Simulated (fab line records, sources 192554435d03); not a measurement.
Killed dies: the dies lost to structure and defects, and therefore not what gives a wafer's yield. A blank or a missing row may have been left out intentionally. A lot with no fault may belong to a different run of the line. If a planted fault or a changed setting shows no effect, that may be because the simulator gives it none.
A lot that was struck, set against a sound lot ; flow n5-finfet ; 15 steps out of a route of 1938
Sound: these wafers, L938.2, L938.3, L938.5. Struck: wafer L943.3 (left out: L943.2, a lot-mate that was not struck); the cause follows at the end.
Each step with rows lists, per side, the tool, then ch with its chambers, then its first start. Under that, the readings that differ: sound wafers ; struck wafers ; difference of the means ; sigmas: that difference in standard deviations of wafers without a fault.
alike: same words and numbers on both sides, and readings whose means sit less than 2 such deviations apart. not compared: any withheld reading, any reading some wafer has no value for, any bound like >300 that may hide the same value, and any number with overlapping values for which the record gives no deviation.
A row with sigmas, a row that says differs or no value, or rows on one side alone: a step with any of these is where the two part. Numbers that don't overlap but have no deviation are shown without sigmas and don't part them. A reading that every wafer of one side lacks parts them only if that side has two wafers or more.

first, 3 steps without rows for these wafers: N5_SD_EPI_P_EXPOSE_06 (exposes mask SD P BLK, target cd 240 nm); N5_SD_EPI_P_PEB_07 (peb time 60 s); N5_SD_EPI_P_DEVELOP_08 (develop time 30 s).
N5_SD_EPI_P_CD_MEAS_09 targets a cd of 240 nm.
  sound on cd-sem-03 ch 0, day 5 00:25; struck on cd-sem-02 ch 0, day 6 06:05
  alike: cd-nm
N5_SD_EPI_P_OVL_MEAS_10:
  sound on overlay-02 ch 0, day 5 00:26; struck on overlay-01 ch 0, day 6 06:07
  alike: SD_P_BLK_OVL
N5_SD_EPI_P_INSPECT_11: inspects for defects (macro).
  sound on defect-inspect-01 at day 5 00:28; struck on defect-inspect-02 at day 6 06:08
  alike: raw-defect-count
N5_SD_EPI_P_DESCUM_14: chemistry O2, time 7.9 s.
  sound on rie-diel-05 ch 1,3, day 5 00:30; struck on rie-diel-05 ch 0, day 6 06:10
reading;sound;struck;difference;sigmas
drypump-motor-current-A (A);5.6 5.2 5.2;6.1;+0.8;+2
  alike: oes-product-au, rf-fwd-power-W, rf-vpp-V, showerhead-plenum-p-Torr, temp-c, throttle-valve-pct
  not compared: rf-hours-counter-h
N5_SD_EPI_P_ETCH_36: etches SiARC in CF4, target depth 45.5 nm, time 75.8 s.
  sound on rie-diel-05 ch 1,3, day 5 00:32; struck on rie-diel-05 ch 0, day 6 06:13
reading;sound;struck;difference;sigmas
drypump-motor-current-A (A);5.5 5.2 5.2;6.2;+0.9;+3
  alike: cf4-flow-sccm, etch-rf-on-time-s, oes-product-au, rf-fwd-power-W, rf-vpp-V, showerhead-plenum-p-Torr, throttle-valve-pct
  not compared: rf-hours-counter-h
N5_SD_EPI_P_ETCH_37: etches SOC in N2/H2, overetch 108 nm, time 486 s.
  sound on rie-diel-05 ch 1,3, day 5 00:35; struck on rie-diel-05 ch 0, day 6 06:16
reading;sound;struck;difference;sigmas
drypump-motor-current-A (A);5.6 5.2 5.2;6.1;+0.8;+2
  alike: oes-product-au, rf-fwd-power-W, rf-vpp-V, showerhead-plenum-p-Torr, temp-c, throttle-valve-pct
  not compared: rf-hours-counter-h
then, 1 step without rows for these wafers: N5_SD_EPI_P_STRIP_38 (strips in N2/H2).
N5_SD_EPI_P_ETCHBACK_46: etches SiNx in CH3F/O2, stops on SiO2, target depth 17.5 nm.
  sound on rie-diel-05 ch 1,3, day 5 00:55; struck on rie-diel-05 ch 0, day 6 06:35
reading;sound;struck;difference;sigmas
drypump-motor-current-A (A);5.6 5.2 5.2;6.1;+0.8;+2
  alike: oes-product-au, rf-fwd-power-W, rf-vpp-V, showerhead-plenum-p-Torr, throttle-valve-pct
  not compared: rf-hours-counter-h
N5_SD_EPI_P_ETCH_47: etches SiOCN in CH3F/O2, target depth 25 nm.
  sound on rie-diel-05 ch 1,3, day 5 01:01; struck on rie-diel-05 ch 0, day 6 06:41
reading;sound;struck;difference;sigmas
drypump-motor-current-A (A);5.6 5.2 5.2;6.1;+0.8;+2
  alike: oes-product-au, rf-fwd-power-W, rf-vpp-V, showerhead-plenum-p-Torr, throttle-valve-pct
  not compared: rf-hours-counter-h
N5_SD_EPI_P_ETCH_16: etches SiO2 in CHF3/O2, target depth 5 nm.
  sound on rie-diel-05 ch 1,3, day 5 01:07; struck on rie-diel-05 ch 0, day 6 06:47
reading;sound;struck;difference;sigmas
drypump-motor-current-A (A);5.5 5.2 5.2;6.2;+0.9;+3
oes-product-au (a.u.);0.69 0.97 0.97;0.68;-0.20;-3
model.etch.depth-nm (nm);4.952 5.018 5.021;4.359;-0.638;
  alike: rf-fwd-power-W, rf-vpp-V, showerhead-plenum-p-Torr, throttle-valve-pct
  not compared: rf-hours-counter-h
then, 1 step without rows for these wafers: N5_SD_EPI_P_STRIP_50 (strips in CHF3/O2).
-- here the record skips 6 days between the struck wafers' starts before and after, leaving off in module SD_EPI_P and picking up in module BEOL_M4 (first step shown: number 1111 of the route) --
N5_BEOL_M4_RC_MEAS_101:
  sound on prober-01 ch 0, day 10 09:01; struck on prober-01 ch 0, day 11 20:59
reading;sound;struck;difference;sigmas
IOFF_P (nA/um);0.27 0.31 0.27;0.20;-0.08;-3
SS_N (mV/dec);71.9 72.0 72.2;70.6;-1.4;-3
VT_P (mV);-244 -244 -244;-253;-9;-3
  alike: DIBL_N, DIBL_P, IOFF_N, ION_N, ION_P, SS_P, VT_N

== WHERE THEY PART ==
At N5_SD_EPI_P_DESCUM_14 first; at N5_BEOL_M4_RC_MEAS_101 last (within this record only).

WHY: what the simulator had put in
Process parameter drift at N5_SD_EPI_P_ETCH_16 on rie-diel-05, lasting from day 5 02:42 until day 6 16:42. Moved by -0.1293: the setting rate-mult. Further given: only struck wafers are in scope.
